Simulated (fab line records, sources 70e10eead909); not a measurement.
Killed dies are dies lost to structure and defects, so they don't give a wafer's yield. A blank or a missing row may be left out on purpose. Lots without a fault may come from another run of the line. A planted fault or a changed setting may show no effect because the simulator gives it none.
Chamber matching | flow nand_harc | NHARC_A_M0_ETCH_34 on rie_diel-05: 4 sister chambers
The step etches the open film in N2/H2, target depth 40 nm, overetch 12 nm, time 43.94 s. 4 wafers are shown with their chamber, then 11 later ones without.

WAFERS WITH THEIR CHAMBER
wafer  | chamber | drypump_motor_current_A (A)
L084.4 | 1       | 5.7
L086.5 | 3       | 6.4
L086.6 | 0       | 5.5
L090.1 | 2       | 5.8

WAFERS WITHOUT THEIR CHAMBER
wafer  | drypump_motor_current_A (A)
L090.2 | 6.4
L090.5 | 5.8
L089.1 | 5.5
L089.4 | 6.4
L089.5 | 5.5
L088.2 | 6.5
L088.4 | 5.6
L088.5 | 6.5
L091.3 | 5.5
L091.4 | 5.7
L091.5 | 5.6

WHICH CHAMBER EACH WENT THROUGH
wafer  | from the rows above          | in truth
L090.2 | 3                            | 3
L090.5 | can't be placed: 2 or 1      | 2
L089.1 | 0                            | 0
L089.4 | 3                            | 3
L089.5 | 0                            | 0
L088.2 | 3                            | 3
L088.4 | can't be placed: 0 or 1 or 2 | 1
L088.5 | 3                            | 3
L091.3 | 0                            | 0
L091.4 | can't be placed: 1 or 2      | 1
L091.5 | can't be placed: 0 or 1 or 2 | 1
Placed correctly: 7 of 11. Can't be placed from these rows: 4 (the true chamber is among the candidates in 4). Placed wrongly: 0.
How it was worked out, from the rows above alone: a wafer's distance from a chamber is the root of the sum, over the readings, of the square of ((its reading less the chamber's mean) divided by the reading's scatter). The wafer belongs to the nearest chamber; if the next one is less than 2 further off, it can't be placed. A chamber's mean is the mean of its shown wafers. The scatter: with one shown wafer a chamber, the root of the mean of the squares of how far each hidden wafer lies from its nearest shown one.
